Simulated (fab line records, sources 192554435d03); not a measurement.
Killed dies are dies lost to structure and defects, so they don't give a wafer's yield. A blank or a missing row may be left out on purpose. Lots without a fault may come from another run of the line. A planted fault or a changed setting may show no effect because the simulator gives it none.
Split-lot experiment | flow n5_finfet | 7 lots, 39 wafers read, on a route of 1938 steps

THE SPLIT
At N5_GATE_CUT_ETCH_58 (etches SiNx in CH3F/O2, target depth 17 nm, time 128.6 s), the setting time_s was moved away from the recipe's 128.6 s on 12 of the 39 wafers read, by -17.4% to +23.7%. The other wafers ran this setting at the recipe's value.

The reading is taken at the split's own step.

THE READING
SiNx_of_SDB_ALD_29.thk_nm (the simulator's own value, which no gauge read), in nm, at N5_GATE_CUT_ETCH_58 (etches SiNx in CH3F/O2, target depth 17 nm, time 128.6 s). The file gives no usual value for it. The 27 wafers here that ran the recipe average 24.5 nm, standard deviation 0.14 nm.

wafer  | tool, chamber at the split | time_s as run, s | against the recipe | SiNx_of_SDB_ALD_29.thk_nm, nm | against lot-mates on the recipe
L078.1 | rie_diel-02, 0             | 128.6            | recipe             | 24.4                          | -
L078.2 | rie_diel-02, 1             | 106.2            | -17.4%             | 25                            | +0.6
L078.3 | rie_diel-02, 2             | 106.2            | -17.4%             | 25                            | +0.6
L078.4 | rie_diel-02, 3             | 128.6            | recipe             | 24.4                          | -
L078.5 | rie_diel-02, 1             | 128.6            | recipe             | 24.4                          | -
L078.6 | rie_diel-02, 2             | 106.2            | -17.4%             | 25                            | +0.6
L079.1 | rie_diel-02, 2             | 128.6            | recipe             | 24.8                          | -
L079.2 | rie_diel-02, 1             | 128.6            | recipe             | 24.4                          | -
L079.3 | rie_diel-02, 0             | 128.6            | recipe             | 24.6                          | -
L079.4 | rie_diel-02, 3             | 128.6            | recipe             | 24.6                          | -
L079.5 | rie_diel-02, 1             | 128.6            | recipe             | 24.4                          | -
L079.6 | rie_diel-02, 2             | 128.6            | recipe             | 24.6                          | -
L084.1 | rie_diel-04, 3             | 137.9            | +7.2%              | 24.2                          | -0.4
L084.2 | rie_diel-04, 0             | 137.9            | +7.2%              | 24.4                          | -0.2
L084.3 | rie_diel-04, 2             | 128.6            | recipe             | 24.6                          | -
L084.4 | rie_diel-04, 1             | 137.9            | +7.2%              | 24.2                          | -0.4
L084.5 | rie_diel-04, 3             | 128.6            | recipe             | 24.6                          | -
L084.6 | rie_diel-04, 2             | 128.6            | recipe             | 24.6                          | -
L085.1 | rie_diel-04, 0             | 128.6            | recipe             | 24.4                          | -
L085.2 | rie_diel-04, 2             | 128.6            | recipe             | 24.6                          | -
L085.3 | rie_diel-04, 3             | 148.1            | +15.2%             | 24                            | -0.5
L085.4 | rie_diel-04, 1             | 148.1            | +15.2%             | 24                            | -0.5
L085.5 | rie_diel-04, 2             | 148.1            | +15.2%             | 24.2                          | -0.3
L085.6 | rie_diel-04, 3             | 128.6            | recipe             | 24.6                          | -
L088.1 | rie_diel-06, 0             | 128.6            | recipe             | 24.4                          | -
L088.2 | rie_diel-06, 3             | 128.6            | recipe             | 24.6                          | -
L088.3 | rie_diel-06, 2             | 128.6            | recipe             | 24.6                          | -
L088.4 | rie_diel-06, 3             | 128.6            | recipe             | 24.6                          | -
L088.5 | rie_diel-06, 2             | 128.6            | recipe             | 24.4                          | -
L088.6 | rie_diel-06, 0             | 128.6            | recipe             | 24.4                          | -
L089.1 | rie_diel-02, 3             | 128.6            | recipe             | 24.4                          | -
L089.3 | rie_diel-02, 2             | 128.6            | recipe             | 24.6                          | -
L089.6 | rie_diel-02, 1             | 128.6            | recipe             | 24.4                          | -
L097.1 | rie_diel-06, 2             | 128.6            | recipe             | 24.8                          | -
L097.2 | rie_diel-06, 3             | 159.1            | +23.7%             | 24                            | -0.8
L097.3 | rie_diel-06, 0             | 159.1            | +23.7%             | 23.8                          | -1.0
L097.4 | rie_diel-06, 1             | 128.6            | recipe             | 24.8                          | -
L097.5 | rie_diel-06, 0             | 159.1            | +23.7%             | 24                            | -0.8
L097.6 | rie_diel-06, 3             | 128.6            | recipe             | 24.8                          | -

THE FIT
A straight line over all 39 wafers: SiNx_of_SDB_ALD_29.thk_nm changes by -0.0274 nm for each +1% of time_s; r = -0.89; the points scatter about the line by 0.13 nm.
The same after taking each lot's own level away (the mean of its wafers on the recipe; 39 wafers): -0.0352 nm for each +1%; r = -0.96; scatter 0.096 nm.
On that fit, the largest move of time_s shifts the reading by 0.83 nm.
The lots' own levels span 24.40 to 24.80 nm, that is 2.9 times the standard deviation above.
So the lot-to-lot level changes the slope: the two fits differ.
Check: with one of the wafers moved furthest among these (+23.7%) left out of the fit, the line predicts -0.846 nm for it against its lot-mates. It came out at -0.8 nm against them.

OTHER SPLITS ON THESE WAFERS
These wafers also went through other splits before the reading. Each is held against what the fit with the lots' levels taken away leaves over:
other split on the same wafers | wafers away from the commonest value | r with SiNx_of_SDB_ALD_29.thk_nm (lot level and that fit taken away)
N5_DUMMY_GATE_ETCH_32 time_s   | 15                                   | -0.01

THE WHOLE CHAIN: every reading that the file lists as answering this split, in the file's order
step                | what it does                                             | reading                                                                    | change (the file's fit)                | r (the file's)
N5_GATE_CUT_ETCH_58 | etches SiNx in CH3F/O2, target depth 17 nm, time 128.6 s | etch.depth_nm (the simulator's own value, which no gauge read)             | +0.192 nm for each +1% of the setting  | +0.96
N5_GATE_CUT_ETCH_58 | etches SiNx in CH3F/O2, target depth 17 nm, time 128.6 s | SiNx_of_SDB_ALD_29.thk_nm (the simulator's own value, which no gauge read) | -0.0353 nm for each +1% of the setting | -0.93

THE FILE'S OWN FIT
SiNx_of_SDB_ALD_29.thk_nm changes by -0.0353 nm for each +1% of time_s, r = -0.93.
